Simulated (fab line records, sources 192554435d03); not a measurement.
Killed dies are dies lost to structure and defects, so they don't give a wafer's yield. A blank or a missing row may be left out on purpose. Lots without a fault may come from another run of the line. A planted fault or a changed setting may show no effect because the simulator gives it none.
A struck lot beside a sound one | flow n5_finfet | 41 steps out of a route of 1938
Sound: wafers L471.1, L471.2, L471.5. Struck: wafers L469.2, L469.5, L469.6. The cause comes at the end.
At each step with rows: each side's tool, then ch and its chambers, then its first start. Under that, the readings that differ: sound wafers | struck wafers | difference of the means | sigmas: that difference in standard deviations of wafers without a fault.
alike: readings whose means differ by less than 2 such deviations, and words and numbers that are the same on both sides. not compared: withheld readings, readings that some wafer has no value for, bounds like >300 that may hide the same value, and numbers for which the record gives no deviation and whose values overlap.
The two part at a step that has a row with sigmas, a row that says differs or no value, or rows on one side only. Numbers that don't overlap but have no deviation are shown without sigmas and don't part them. A reading that every wafer of one side lacks parts them only if that side has two wafers or more.

first, 11 steps without rows for these wafers: N5_HKMG_FIN_PRECLEAN_64 (cleans in dHF, time 30 s); N5_HKMG_FIN_WET_ETCH_65 (etches a-Si in TMAH, stops on TiN, time 49 s, target depth 3 nm); N5_HKMG_FIN_WET_ETCH_81 (etches TiN in SC1, stops on HfO2, time 57 s, target depth 6 nm); N5_HKMG_FIN_WET_ETCH_82 (etches La2O3 in dHCl, stops on HfO2, target depth 2 nm, rinse time 30 s); N5_HKMG_FIN_ALD_36 (deposits TiN, target thk 1 nm, pulse time 1 s, purge time 3 s); N5_HKMG_FIN_PWFM_ALD_03 (deposits TiN, target thk 2 nm, pulse time 1 s, purge time 3 s); N5_HKMG_FIN_COAT_29 (time 60 s, resist thk 300 nm); N5_HKMG_FIN_COAT_30 (time 60 s, resist thk 35 nm); N5_HKMG_FIN_COAT_06 (resist thk 90 nm); N5_HKMG_FIN_EBR_08; N5_HKMG_FIN_SOFTBAKE_07 (time 60 s).
N5_HKMG_FIN_EXPOSE_09: exposes mask NWFM.
  sound on arfi_scanner-01 ch 0, day 9 20:02; struck on arfi_scanner-02 ch 0, day 9 08:36
  reading              | sound             | struck            | difference | sigmas
  exposure_dose_mJ_cm2 | 39.69 39.69 39.69 | 32.79 32.78 32.83 | -6.89      | -33
  alike: mask
then, 2 steps without rows for these wafers: N5_HKMG_FIN_PEB_10 (peb time 60 s); N5_HKMG_FIN_DEVELOP_11 (develop time 30 s).
N5_HKMG_FIN_CD_MEAS_12: target cd 92.8 nm.
  sound on cd_sem-02 ch 0, day 9 20:10; struck on cd_sem-02 ch 0, day 9 08:43
  reading    | sound          | struck         | difference | sigmas
  cd_nm (nm) | 93.2 92.2 93.3 | 82.0 81.8 82.1 | -10.9      | -18
then, 24 steps without rows for these wafers: N5_HKMG_FIN_DESCUM_17 (chemistry O2, time 7.9 s); N5_HKMG_FIN_ETCH_31 (etches SiARC in CF4, target depth 45.5 nm, time 75.8 s); N5_HKMG_FIN_ETCH_32 (etches SOC in N2/H2, target depth 240 nm, time 300 s); N5_HKMG_FIN_STRIP_33 (strips in N2/H2); N5_HKMG_FIN_STRIP_34 (strips in CF4); N5_HKMG_FIN_ETCH_35 (etches SOC in N2/H2, target depth 215.8 nm, time 243.4 s); N5_HKMG_FIN_STRIP_92 (strips SOC in N2/H2, time 20 s); N5_HKMG_FIN_WET_ETCH_18 (etches TiN in SC1, time 55 s, target depth 5.2 nm, rinse time 30 s); N5_HKMG_FIN_STRIP_19 (strips in N2/H2, time 360 s); N5_HKMG_FIN_ALD_91 (deposits TiN, target thk 1 nm, pulse time 1 s, purge time 3 s); N5_HKMG_FIN_COAT_85 (time 60 s, resist thk 300 nm); N5_HKMG_FIN_ETCH_86 (etches SOC in N2/H2, stops on TiN, target depth 393.2 nm); N5_HKMG_FIN_STRIP_89 (strips SOC in N2/H2, time 20 s); N5_HKMG_FIN_WET_ETCH_87 (etches TiN in SC1, time 154.2 s, target depth 4.7 nm, rinse time 30 s); N5_HKMG_FIN_STRIP_88 (strips in N2/H2, time 360 s); N5_HKMG_FIN_NWFM_ALD_20 (deposits TiAlC, target thk 2 nm, pulse time 3 s, purge time 2 s); N5_HKMG_FIN_ALD_71 (deposits TiN, target thk 1 nm, pulse time 1 s, purge time 3 s); N5_HKMG_FIN_COAT_66 (time 60 s, resist thk 300 nm); N5_HKMG_FIN_ETCH_67 (etches SOC in N2/H2, stops on TiN, target depth 388.9 nm); N5_HKMG_FIN_STRIP_90 (strips SOC in N2/H2, time 20 s); N5_HKMG_FIN_WET_ETCH_73 (etches the open film in SC1, time 42.3 s, target depth 1.3 nm, rinse time 30 s); N5_HKMG_FIN_ETCHBACK_68 (etches the open film in Cl2/Ar, stops on HfO2, target depth 0.5 nm); N5_HKMG_FIN_STRIP_69 (strips in N2/H2, time 360 s); N5_HKMG_FIN_ALD_21 (deposits TiN, target thk 1.5 nm, pulse time 1 s, purge time 3 s).
-- the record jumps here: 5 days lie between the struck wafers' starts before and after (it left off in module HKMG_FIN and takes up again in module BEOL_M4, whose first step shown is number 1111 of the route) --
N5_BEOL_M4_RC_MEAS_101:
  sound on prober-02 ch 0, day 14 01:35; struck on prober-02 ch 0, day 13 22:26
  reading       | sound          | struck         | difference | sigmas
  DIBL_P (mV/V) | 33.2 31.9 33.0 | 39.3 39.7 38.9 | +6.6       | +3
  alike: DIBL_N, IOFF_N, IOFF_P, ION_N, ION_P, SS_N, SS_P, VT_N, VT_P
-- the record jumps here: 4 days lie between the struck wafers' starts before and after (it left off in module BEOL_M4 and takes up again in module PASSIVATION, whose first step shown is number 1936 of the route) --
N5_PASSIVATION_PROBE_49:
  the record has rows for the struck wafers here (prober-02, day 18 09:31) and none for the sound ones

WHERE THEY PART
First at N5_HKMG_FIN_EXPOSE_09; last, within this record, at N5_PASSIVATION_PROBE_49.

WHY: what the simulator had put in
Process parameter drift: arfi_scanner-02, from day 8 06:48 on, at N5_HKMG_FIN_EXPOSE_09. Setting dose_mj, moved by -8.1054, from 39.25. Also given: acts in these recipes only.
